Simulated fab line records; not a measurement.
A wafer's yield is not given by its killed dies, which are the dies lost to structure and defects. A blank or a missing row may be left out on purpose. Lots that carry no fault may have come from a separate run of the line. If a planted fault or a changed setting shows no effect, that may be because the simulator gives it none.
fab line records	flow n5Finfet
record lots=10	wafers=29	lastDay=18
route steps=1938 shown FIN_SAQP@143 FIN_CUT@160 BEOL_M4@1111
lots that met no fault: from a run of the same line without faults
startH: the number of hours between the record's first day and the start of the first shown wafer of the lot	waitH: hours elapsed since this lot's preceding step	" identical to the entry in the row above	L1.1+2: several wafers, shown together as one row	- no value, or no start was given	* or withheld: withheld	< > ~ a bound
route shown NAME@n: NAME is a module with steps in the file, n the number in the route of the first one	usual: mean/standard deviation taken from wafers without a fault	same: alike in all rows	chamber/n: place in a boat	sites: per-site readings	_std_site: the values' standard deviation	_edge_site: inner sites' mean taken away from outer sites' mean	radiusMm: how far each site lies from the wafer's centre	mask NAME#n: copy n	behind: tool/chamber where the wafer was last shaped	hold: why the lot was held/for how many hours/how that ended	device: the n, p or np transistor that did not switch	end of line: the route-end tests of the same wafers	a step given without rows: its recipe and nothing more	killed: not the wafer's yield, but the dies lost to structure and defects at the first sort	map: a wafer's dies, marking killed ones x, the rest . and places with no die _
set.NAME: the setting the step ran with; set.NAME@STEP: the setting that earlier step ran with	model.NAME: the simulator's own value behind a step, which no gauge read
route steps across a sampled set of lots; one table per step, one row per wafer
services: a tool's chamber out of use, with start hour (startH, from the record's first day; less than 0 if before it), hours out, and reason
## steps
# step N5_FIN_SAQP_ETCH_34
# recipe chemistry=C4F6/O2	target=SiO2	targetDepthA=450	timeS=15	ionEnergyEv=250	pressureMtorr=30	sourceW=345	biasW=185	Ar_flow_sccm=300	C4F6_flow_sccm=10	O2_flow_sccm=10	ends=cleared
# usual drypumpMotorCurrentA=5.70/0.3	etchRfOnTimeS=14.9/0.37	oes_o_777_au=0.82/0.1	oesProductAu=0.69/0.089	rfVppV=664/14	showerheadPlenumPTorr=2.83/0.096	throttleValvePct=20.92/0.22
lot.wafer	tool	chamber	startH	waitH	drypumpMotorCurrentA	etchRfOnTimeS	oes_o_777_au	oesProductAu	rfHoursCounterH	rfVppV	showerheadPlenumPTorr	throttleValvePct
L791.2	rieDiel-02	3	63.55	0.0	6.08	14.8	0.78	0.64	137	665	2.82	20.71
L791.3	"	1	"	"	5.58	15.3	0.70	0.59	236	644	2.70	21.10
L791.6	"	3	"	"	6.11	14.8	0.78	0.65	-	664	2.82	20.67
L794.2	rieDiel-02	0	83.75	0.0	5.98	14.3	0.88	0.78	34	683	2.88	21.00
L794.4	"	1	"	"	5.57	15.3	0.69	0.59	243	644	2.70	21.12
L794.6	"	0	"	"	5.99	14.3	0.88	0.78	-	684	2.88	21.00
L795.1	rieDiel-02	2	87.24	0.0	5.36	14.6	0.67	0.59	248	662	2.77	20.87
L795.2	"	1	"	"	5.54	15.3	0.70	0.59	244	643	2.70	21.10
L795.3	"	0	"	"	5.97	14.5	0.87	0.77	35	681	2.88	20.98
L796.3	rieDiel-02	3	94.49	0.0	6.11	14.7	0.77	0.64	152	665	2.81	20.70
L796.4	"	1	"	"	5.55	15.4	0.69	0.59	-	644	2.70	21.11
L796.6	"	0	"	"	6.01	14.7	0.86	0.76	-	683	2.88	20.99
L799.2	rieDiel-01	2	111.03	0.0	5.85	15.6	0.83	0.67	104	651	2.78	20.96
L799.3	"	1	"	"	5.52	15.5	0.69	0.58	234	667	2.89	20.99
L799.6	"	0	"	"	5.70	14.4	0.97	0.76	-	663	2.79	21.08
L801.3	rieDiel-02	2	122.08	0.0	5.35	14.8	0.94	0.84	2	661	2.76	20.47
L801.5	"	2	"	"	5.35	14.9	0.94	0.83	-	660	2.76	20.44
L801.6	"	3	"	"	6.11	15.1	0.76	0.62	-	664	2.81	20.70
L802.1	rieDiel-01	3	129.15	0.0	5.51	14.9	0.70	0.59	233	655	2.70	20.91
L802.3	"	0	"	"	5.71	14.2	0.96	0.76	37	661	2.79	21.09
L802.5	"	3	"	"	5.50	15.0	0.70	0.58	-	657	2.70	20.93
L803.3	rieDiel-02	0	135.85	0.0	5.99	14.7	0.84	0.75	56	682	2.88	21.02
L803.4	"	0	"	"	5.99	14.5	0.85	0.74	-	682	2.87	21.01
L803.5	"	2	"	"	5.34	14.9	0.92	0.81	-	661	2.76	20.45
L805.1	rieDiel-02	0	147.80	0.0	5.98	14.5	0.84	0.75	61	682	2.87	21.03
L805.4	"	1	"	"	5.55	15.2	0.95	0.81	4	654	3.03	20.71
L808.3	rieDiel-06	1	166.07	0.0	5.94	14.6	0.90	0.77	48	660	3.03	20.85
L808.5	"	1	"	"	5.95	14.6	0.90	0.77	-	659	3.03	20.85
L808.6	"	2	"	"	5.09	14.7	0.92	0.77	-	685	2.88	20.95
# step N5_FIN_CUT_EXPOSE_05
# recipe maskId=FIN_CUT	na=0.33	sourceShape=annular	sigmaInner=0.35	sigmaOuter=0.8	polarization=unpolarized	doseMj=45.75
# usual exposureDoseMJCm2=45.59/0.054
lot.wafer	tool	chamber	startH	waitH	mask	exposureDoseMJCm2
L791.2	euvScanner-02	0	64.32	-	FIN_CUT#0	45.60
L791.3	"	0	"	"	FIN_CUT#0	45.66
L791.6	"	0	"	"	FIN_CUT#0	45.59
L794.2	euvScanner-01	0	84.52	-	FIN_CUT#0	45.54
L794.4	"	0	"	"	FIN_CUT#0	45.49
L794.6	"	0	"	"	FIN_CUT#0	45.58
L795.1	euvScanner-01	0	87.90	-	FIN_CUT#0	45.67
L795.2	"	0	"	"	FIN_CUT#0	45.65
L795.3	"	0	"	"	FIN_CUT#0	45.61
L796.3	euvScanner-01	0	95.14	-	FIN_CUT#0	45.64
L796.4	"	0	"	"	FIN_CUT#0	45.61
L796.6	"	0	"	"	FIN_CUT#0	45.56
L799.2	euvScanner-01	0	111.68	-	FIN_CUT#0	45.58
L799.3	"	0	"	"	FIN_CUT#0	45.63
L799.6	"	0	"	"	FIN_CUT#0	45.65
L801.3	euvScanner-01	0	122.85	-	FIN_CUT#0	45.62
L801.5	"	0	"	"	FIN_CUT#0	45.63
L801.6	"	0	"	"	FIN_CUT#0	45.62
L802.1	euvScanner-01	0	129.80	-	FIN_CUT#0	45.61
L802.3	"	0	"	"	FIN_CUT#0	45.67
L802.5	"	0	"	"	FIN_CUT#0	45.58
L803.3	euvScanner-01	0	136.53	-	FIN_CUT#0	45.59
L803.4	"	0	"	"	FIN_CUT#0	45.55
L803.5	"	0	"	"	FIN_CUT#0	45.54
L805.1	euvScanner-02	0	148.57	-	FIN_CUT#0	45.51
L805.4	"	0	"	"	FIN_CUT#0	45.58
L808.3	euvScanner-02	0	166.98	-	FIN_CUT#0	45.52
L808.5	"	0	"	"	FIN_CUT#0	45.56
L808.6	"	0	"	"	FIN_CUT#0	45.51
# step N5_FIN_CUT_OVL_MEAS_09
# recipe pointsPerWafer=522
# usual FIN_CUT_OVL=0.4/0.61
lot.wafer	tool	chamber	startH	waitH	FIN_CUT_OVL[nm]
L791.2	overlay-01	0	64.48	0.0	0.9
L791.3	"	0	"	"	-0.5
L791.6	"	0	"	"	0.2
L794.2	overlay-01	0	84.68	0.0	0.2
L794.4	"	0	"	"	0.0
L794.6	"	0	"	"	-0.4
L795.1	overlay-01	0	88.06	0.0	0.6
L795.2	"	0	"	"	0.7
L795.3	"	0	"	"	1.2
L796.3	overlay-02	0	95.30	0.0	0.7
L796.4	"	0	"	"	0.4
L796.6	"	0	"	"	1.0
L799.2	overlay-01	0	111.84	0.0	13.4
L799.3	"	0	"	"	13.9
L799.6	"	0	"	"	14.0
L801.3	overlay-01	0	123.01	0.0	12.6
L801.5	"	0	"	"	12.9
L801.6	"	0	"	"	13.1
L802.1	overlay-02	0	129.97	0.0	14.0
L802.3	"	0	"	"	13.0
L802.5	"	0	"	"	13.7
L803.3	overlay-02	0	136.69	0.0	13.5
L803.4	"	0	"	"	13.3
L803.5	"	0	"	"	14.1
L805.1	overlay-02	0	148.73	0.0	-1.5
L805.4	"	0	"	"	0.2
L808.3	overlay-01	0	167.15	0.0	-0.2
L808.5	"	0	"	"	0.7
L808.6	"	0	"	"	1.1
# step N5_FIN_CUT_DESCUM_13
# recipe chemistry=O2	timeS=7	sourcePowerW=50	biasPowerW=20	pressureMtorr=20	rfFrequencyHz=2.712e+07	tempC=40	resist=CAR-EUV	o2FlowSccm=225
# usual drypumpMotorCurrentA=5.6/0.45	oesProductAu=0.81/0.094	rfVppV=244.0/1.3	showerheadPlenumPTorr=2.17/0.08	throttleValvePct=20.43/0.26
lot.wafer	tool	chamber	startH	waitH	drypumpMotorCurrentA	oesProductAu	rfHoursCounterH	rfVppV	showerheadPlenumPTorr	throttleValvePct
L791.2	rieDiel-04	3	64.57	0.0	5.1	0.86	52	243.5	2.05	19.91
L791.3	"	2	"	"	6.7	0.81	112	242.9	2.01	20.40
L791.6	"	2	"	"	6.7	0.80	-	241.3	2.01	20.39
L794.2	rieDiel-03	2	84.87	0.1	5.7	0.92	23	246.4	2.26	20.41
L794.4	"	0	"	"	6.1	0.67	251	244.2	2.07	20.80
L794.6	"	2	"	"	5.7	0.91	-	246.5	2.26	20.39
L795.1	rieDiel-05	1	88.15	0.0	6.4	0.72	203	245.9	2.16	20.76
L795.2	"	3	"	"	5.3	0.90	32	243.3	2.14	20.14
L795.3	"	2	"	"	5.2	0.73	167	246.1	2.17	20.56
L796.3	rieDiel-05	2	95.38	0.0	5.2	0.72	169	245.0	2.16	20.54
L796.4	"	1	"	"	6.4	0.70	204	244.5	2.16	20.76
L796.6	"	1	"	"	6.4	0.71	-	244.7	2.16	20.78
L799.2	rieDiel-05	0	111.92	0.0	5.5	0.78	146	244.8	2.22	20.31
L799.3	"	2	"	"	5.1	0.72	173	244.1	2.16	20.55
L799.6	"	2	"	"	5.1	0.72	-	244.4	2.16	20.55
L801.3	rieDiel-05	0	123.09	0.0	5.5	0.76	148	243.0	2.22	20.32
L801.5	"	3	"	"	5.2	0.88	-	243.1	2.13	20.15
L801.6	"	0	"	"	5.5	0.77	-	243.7	2.22	20.32
L802.1	rieDiel-03	3	130.06	0.0	5.2	0.69	220	243.0	2.08	20.66
L802.3	"	1	"	"	5.3	0.85	42	245.1	2.24	20.48
L802.5	"	1	"	"	5.3	0.85	-	245.2	2.24	20.48
L803.3	rieDiel-03	3	136.77	0.0	5.2	0.69	223	242.4	2.08	20.68
L803.4	"	1	"	"	5.3	0.84	45	245.5	2.24	20.49
L803.5	"	2	"	"	5.7	0.88	-	245.2	2.25	20.43
L805.1	rieDiel-04	2	148.82	0.0	6.6	0.78	140	242.7	2.00	20.47
L805.4	"	3	"	"	5.1	0.81	75	241.9	2.04	19.94
L808.3	rieDiel-04	0	167.77	0.6	5.3	0.93	21	244.6	2.21	19.64
L808.5	"	2	"	"	6.7	0.76	-	242.5	2.00	20.44
L808.6	"	1	"	"	6.1	0.86	-	244.4	2.21	20.39
# step N5_FIN_CUT_ETCH_20
# recipe chemistry=CF4	target=SiARC	targetDepthA=260	maskMaterial=CAR-EUV	timeS=43.3	ionEnergyEv=80	pressureMtorr=40	sourceW=545	biasW=36	Ar_flow_sccm=100	cf4FlowSccm=100	ends=cleared
# usual drypumpMotorCurrentA=5.6/0.45	etchRfOnTimeS=44.1/1.3	oesProductAu=0.69/0.079	rfVppV=184.8/1.2	showerheadPlenumPTorr=2.20/0.065	throttleValvePct=15.53/0.25
lot.wafer	tool	chamber	startH	waitH	drypumpMotorCurrentA	etchRfOnTimeS	oesProductAu	rfHoursCounterH	rfVppV	showerheadPlenumPTorr	throttleValvePct
L791.2	rieDiel-04	3	64.62	0.0	5.1	45.1	0.71	52	182.8	2.11	15.23
L791.3	"	2	"	"	6.6	41.7	0.71	112	184.2	2.07	15.63
L791.6	"	2	"	"	6.6	41.7	0.70	-	183.7	2.07	15.64
L794.2	rieDiel-03	2	84.93	0.0	5.7	43.2	0.78	23	185.3	2.27	15.30
L794.4	"	0	"	"	6.1	43.1	0.59	251	183.5	2.11	15.97
L794.6	"	2	"	"	5.7	43.9	0.78	-	183.6	2.27	15.27
L795.1	rieDiel-05	1	88.21	0.0	6.3	43.6	0.61	203	185.1	2.20	15.83
L795.2	"	3	"	"	5.2	43.4	0.76	32	184.7	2.20	15.43
L795.3	"	2	"	"	5.2	44.0	0.62	167	184.8	2.23	15.77
L796.3	rieDiel-05	2	95.43	0.0	5.1	44.9	0.61	169	184.3	2.22	15.78
L796.4	"	1	"	"	6.3	43.9	0.61	204	184.4	2.20	15.86
L796.6	"	1	"	"	6.3	43.8	0.60	-	185.5	2.20	15.84
L799.2	rieDiel-05	0	111.98	0.0	5.5	43.5	0.65	146	185.4	2.23	15.35
L799.3	"	2	"	"	5.1	45.4	0.61	173	184.5	2.22	15.79
L799.6	"	2	"	"	5.1	45.4	0.61	-	185.5	2.22	15.79
L801.3	rieDiel-05	0	123.15	0.0	5.5	43.1	0.65	148	185.3	2.23	15.33
L801.5	"	3	"	"	5.2	44.2	0.74	-	184.5	2.19	15.46
L801.6	"	0	"	"	5.5	43.6	0.66	-	185.7	2.23	15.33
L802.1	rieDiel-03	3	130.11	0.0	5.2	45.8	0.59	220	183.8	2.13	15.87
L802.3	"	1	"	"	5.3	44.7	0.72	42	184.9	2.26	15.45
L802.5	"	1	"	"	5.3	45.1	0.72	-	184.9	2.26	15.46
L803.3	rieDiel-03	3	136.83	0.0	5.2	46.5	0.58	223	183.9	2.13	15.84
L803.4	"	1	"	"	5.3	45.4	0.72	45	185.3	2.26	15.48
L803.5	"	2	"	"	5.7	43.4	0.75	-	185.4	2.26	15.33
L805.1	rieDiel-04	2	148.88	0.0	6.6	41.8	0.68	140	183.9	2.07	15.69
L805.4	"	0	"	"	5.3	42.7	0.78	-	185.8	2.26	14.97
L808.3	rieDiel-04	0	167.82	0.0	5.3	42.2	0.77	21	185.2	2.26	14.98
L808.5	"	2	"	"	6.6	42.2	0.68	-	183.9	2.06	15.69
L808.6	"	1	"	"	6.2	44.9	0.71	-	184.1	2.25	15.52
# step N5_BEOL_M4_RC_MEAS_101
# usual DIBL_N=36.2/2.2	DIBL_P=36.1/2.8	IOFF_N=0.16/0.041	IOFF_P=0.21/0.047	ION_N=676/16	ION_P=463/11	SS_N=71.6/0.78	SS_P=73.3/0.86	VT_N=249/3.8	VT_P=-251/3.9
lot.wafer	tool	chamber	startH	waitH	DIBL_N[mV/V]	DIBL_P[mV/V]	IOFF_N[nA/um]	IOFF_P[nA/um]	ION_N[uA/um]	ION_P[uA/um]	SS_N[mV/dec]	SS_P[mV/dec]	VT_N[mV]	VT_P[mV]
L791.2	prober-02	0	214.68	0.2	38.3	38.3	0.19	0.22	682	461	71.7	73.7	248	-250
L791.3	"	0	"	"	35.8	34.9	0.15	0.19	689	468	71.2	73.6	248	-250
L791.6	"	0	"	"	40.0	39.5	0.22	0.24	701	474	72.4	74.3	244	-249
L794.2	prober-02	0	237.18	0.2	37.7	37.3	0.18	0.23	680	463	72.4	73.0	249	-248
L794.4	"	0	"	"	32.6	31.9	0.10	0.16	664	460	69.9	72.2	255	-253
L794.6	"	0	"	"	39.5	40.4	0.22	0.28	678	464	71.7	74.3	247	-247
L795.1	prober-01	0	241.22	0.0	34.4	33.7	0.15	0.21	679	469	71.0	73.1	251	-248
L795.2	"	0	"	"	35.1	32.9	0.17	0.20	708	478	71.5	72.3	246	-249
L795.3	"	0	"	"	37.0	37.8	0.20	0.29	673	469	71.7	74.1	244	-246
L796.3	prober-01	0	243.53	0.3	37.2	36.5	0.19	0.20	695	472	71.7	73.8	246	-254
L796.4	"	0	"	"	34.2	34.1	0.13	0.17	646	446	70.3	72.6	250	-256
L796.6	"	0	"	"	35.3	36.3	0.16	0.21	665	454	71.2	73.6	247	-252
L799.2	prober-01	0	273.69	0.2	35.5	36.9	0.16	0.21	669	459	71.9	73.2	247	-250
L799.3	"	0	"	"	37.2	38.5	0.21	0.24	691	468	72.1	73.8	243	-247
L799.6	"	0	"	"	35.6	36.7	0.18	0.21	686	466	72.0	73.7	245	-252
L801.3	prober-01	0	276.42	0.3	39.1	38.1	0.18	0.22	672	461	72.0	73.4	249	-253
L801.5	"	0	"	"	35.7	34.2	0.13	0.16	657	449	71.8	73.1	252	-256
L801.6	"	0	"	"	38.9	39.0	0.19	0.24	678	456	72.1	74.0	247	-252
L802.1	prober-02	0	282.79	0.0	34.3	35.4	0.12	0.22	670	465	71.2	73.6	252	-249
L802.3	"	0	"	"	37.1	38.4	0.17	0.26	683	478	72.3	74.2	249	-246
L802.5	"	0	"	"	38.3	38.5	0.17	0.25	677	470	72.5	74.3	248	-246
L803.3	prober-02	0	296.91	0.3	39.9	38.6	0.23	0.29	683	470	73.2	72.8	245	-242
L803.4	"	0	"	"	32.8	31.0	0.10	0.16	667	463	70.8	71.9	253	-255
L803.5	"	0	"	"	35.3	33.6	0.13	0.20	672	472	71.3	72.5	252	-249
L805.1	prober-01	0	303.48	0.0	36.5	37.7	0.16	0.24	677	474	70.9	74.4	250	-249
L805.4	"	0	"	"	38.7	38.0	0.18	0.24	679	467	71.6	74.2	252	-249
L808.3	prober-01	0	313.13	0.3	35.8	38.1	0.15	0.23	661	461	70.6	74.0	250	-250
L808.5	"	0	"	"	40.4	42.0	0.26	0.31	701	482	72.5	75.7	242	-245
L808.6	"	0	"	"	31.0	31.3	0.08	0.13	647	449	69.6	71.7	260	-255
## services
tool	chamber	startH	hours	kind
euvScanner-01	-	42.93	1.0	pm
rieDiel-05	1	43.00	7.6	repair
rieDiel-01	2	43.46	8.9	repair
rieDiel-06	1	43.71	4.5	repair
rieDiel-06	-	47.01	29.9	repair
rieDiel-02	0	54.26	6.2	repair
rieDiel-05	0	61.90	4.1	repair
rieDiel-02	1	73.48	4.4	repair
rieDiel-01	-	76.56	0.5	repair
euvScanner-02	-	78.74	21.2	repair
rieDiel-04	3	93.70	2.8	repair
rieDiel-06	0	99.42	8.1	repair
euvScanner-02	-	100.94	5.8	pm
rieDiel-03	0	106.18	2.4	repair
euvScanner-01	-	106.72	1.0	pm
euvScanner-01	0	109.45	-	calibration
euvScanner-01	-	116.44	5.8	pm
rieDiel-04	3	137.60	7.0	repair
rieDiel-06	-	140.11	2.3	repair
euvScanner-02	-	140.96	1.0	pm
rieDiel-01	0	144.40	8.7	repair
euvScanner-01	-	155.23	1.0	pm
rieDiel-03	-	157.63	0.1	repair
rieDiel-05	1	164.37	3.9	repair
## key
firstSign step=N5_FIN_CUT_OVL_MEAS_09	reading=FIN_CUT_OVL	direction=up	sigmas=21	usual=0.4	struck=13.5
effect none on later readings
metAt N5_FIN_CUT_EXPOSE_05
struckLots L799,L801,L802,L803
rowsEnd L799.2,L799.3,L799.6,L802.1,L802.3,L802.5,L803.3,L803.4,L803.5
notActingAt N5_FIN_SAQP_ETCH_34,N5_FIN_CUT_DESCUM_13,N5_FIN_CUT_ETCH_20
onsetBetween 95.14 111.68
fault kind=scannerMatchingOverlay	tool=euvScanner-01	chamber=-	onsetH=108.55	steps=N5_FIN_CUT_EXPOSE_05	offset=13.156
# rowsEnd: these wafers met a further fault down the route, and their rows from its step on are left out
